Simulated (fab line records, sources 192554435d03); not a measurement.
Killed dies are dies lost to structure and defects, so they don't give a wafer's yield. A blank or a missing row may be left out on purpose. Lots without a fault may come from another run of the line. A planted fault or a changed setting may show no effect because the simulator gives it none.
Which tool did it? | flow n5_finfet | 12 lots, 36 wafers sampled, at 3 steps of a route of 1938

WHAT THE GAUGES READ, wafer by wafer
N5_SD_EPI_N_OVL_MEAS_10.
lot  | measured    | on         | SD_N_BLK_OVL (nm)
L658 | day 3 12:46 | overlay-01 | 1.0 -0.9 -0.7
L661 | day 4 05:42 | overlay-01 | 0.0 -1.2 -0.7
L662 | day 4 11:26 | overlay-02 | -1.2 -1.2 -1.0
L663 | day 4 18:58 | overlay-01 | -1.5 -1.6 -1.5
L664 | day 5 00:49 | overlay-02 | -2.2 -0.9 -0.2
L665 | day 5 05:59 | overlay-02 | -0.6 -0.7 -0.7
L666 | day 5 12:20 | overlay-01 | 0.2 0.7 -1.0
L669 | day 6 09:10 | overlay-01 | 0.1 0.3 0.4
L670 | day 6 22:46 | overlay-01 | 0.0 -0.8 0.8
L672 | day 7 05:56 | overlay-01 | -1.3 -1.6 -1.1
L679 | day 8 21:35 | overlay-01 | -0.9 0.2 -0.1
L678 | day 8 23:38 | overlay-02 | 0.0 0.1 -0.1

WHICH TOOL RAN EACH LOT (tool, then ch and the chambers of the sampled wafers, then the start)
lot  | N5_DUMMY_GATE_ETCH_23           | N5_SPACER0_ALD_07
L658 | rie_si-05 ch 0,2,3, day 3 11:23 | ald_sin-04 ch 1,2, day 3 11:54
L661 | rie_si-04 ch 1,2,3, day 4 04:11 | ald_sin-02 ch 0,2,3, day 4 04:41
L662 | rie_si-05 ch 0,2,3, day 4 10:01 | ald_sin-04 ch 0,1, day 4 10:34
L663 | rie_si-06 ch 1,2,3, day 4 17:25 | ald_sin-03 ch 0,1,3, day 4 18:06
L664 | rie_si-05 ch 2,3, day 4 22:06   | ald_sin-03 ch 0,3, day 4 23:50
L665 | rie_si-06 ch 0,1,3, day 5 04:26 | ald_sin-04 ch 0,1,3, day 5 04:57
L666 | rie_si-06 ch 1,2,3, day 5 10:16 | ald_sin-02 ch 1,2,3, day 5 11:20
L669 | rie_si-06 ch 2,3, day 6 07:26   | ald_sin-04 ch 0,1,2, day 6 08:10
L670 | rie_si-06 ch 0,1, day 6 10:30   | ald_sin-03 ch 0,3, day 6 10:59
L672 | rie_si-04 ch 0,1,3, day 7 04:07 | ald_sin-04 ch 0,1,2, day 7 05:04
L679 | rie_si-06 ch 2,3, day 8 19:49   | ald_sin-02 ch 0,1,3, day 8 20:36
L678 | rie_si-04 ch 0,2,3, day 8 20:23 | ald_sin-04 ch 0,1,2, day 8 22:38
- N5_DUMMY_GATE_ETCH_23: etches poly-Si in HBr/Cl2/O2, target depth 41 nm, time 22.3 s.
- N5_SPACER0_ALD_07: deposits SiNx, target thk 2 nm.

WHAT THE TOOLS THEMSELVES READ (means of the sampled wafers that have a number; where no wafer has one, the mark that the record gives instead)
N5_DUMMY_GATE_ETCH_23.
lot  | tool      | HBr_flow_sccm (sccm) | O2_flow_sccm (sccm) | drypump_motor_current_A (A) | oes_product_au (a.u.) | throttle_valve_pct (%)
L658 | rie_si-05 | 149.9                | 11.98               | 5.8                         | 1.015                 | 37.30
L661 | rie_si-04 | 149.7                | 11.99               | 6.1                         | 1.004                 | 37.35
L662 | rie_si-05 | 150.3                | 11.98               | 5.8                         | 1.011                 | 37.29
L663 | rie_si-06 | 150.1                | 11.99               | 5.5                         | 1.007                 | 37.12
L664 | rie_si-05 | 149.8                | 11.99               | 5.5                         | 1.002                 | 37.13
L665 | rie_si-06 | 149.8                | 12.01               | 5.7                         | 1.019                 | 37.09
L666 | rie_si-06 | 149.8                | 12.02               | 5.5                         | 1.010                 | 37.12
L669 | rie_si-06 | 150.0                | 11.99               | 5.5                         | 1.010                 | 37.18
L670 | rie_si-06 | 150.0                | 12.00               | 5.7                         | 1.002                 | 37.03
L672 | rie_si-04 | 150.0                | 11.99               | 6.1                         | 1.001                 | 37.44
L679 | rie_si-06 | 149.9                | 11.99               | 5.4                         | 1.009                 | 37.17
L678 | rie_si-04 | 149.6                | 11.98               | 6.1                         | 1.005                 | 37.47

N5_SPACER0_ALD_07.
lot  | tool       | heater_power_w (W) | susceptor_temp_C (C)
L658 | ald_sin-04 | 769                | 399.90
L661 | ald_sin-02 | 728                | 400.07
L662 | ald_sin-04 | 763                | 399.72
L663 | ald_sin-03 | 853                | 399.94
L664 | ald_sin-03 | 843                | 400.02
L665 | ald_sin-04 | 730                | 399.91
L666 | ald_sin-02 | 776                | 399.85
L669 | ald_sin-04 | 726                | 400.04
L670 | ald_sin-03 | 811                | 400.04
L672 | ald_sin-04 | 719                | 400.12
L679 | ald_sin-02 | 837                | 399.92
L678 | ald_sin-04 | 717                | 399.99

THE ANSWER, worked out from the rows above alone
Rule: what is usual is taken from the lots themselves. Put in order of their means at a reading, lots are off if they are a third of the lots or fewer, leave a main group of 4 or more, and stand apart from it by a gap of 3 or more times the standard deviation of the main group's means; of several such gaps the widest counts. A main group whose means are all the same, to the digits that the tables above print for the reading, isn't used. A lot without any number at a reading at which 4 lots or more have one is off too. The other lots that the step has rows for count as sound. The gauges are gone through in route order, then the tools' own readings, and for those a lot's mean is taken as printed above. The first step at which some lot is off is used, and at that step the reading that is off furthest; a lot without a number counts as furthest.
No lot is off at any reading shown: from this, nothing can be told.

WHAT THE SIMULATOR HAD PUT IN
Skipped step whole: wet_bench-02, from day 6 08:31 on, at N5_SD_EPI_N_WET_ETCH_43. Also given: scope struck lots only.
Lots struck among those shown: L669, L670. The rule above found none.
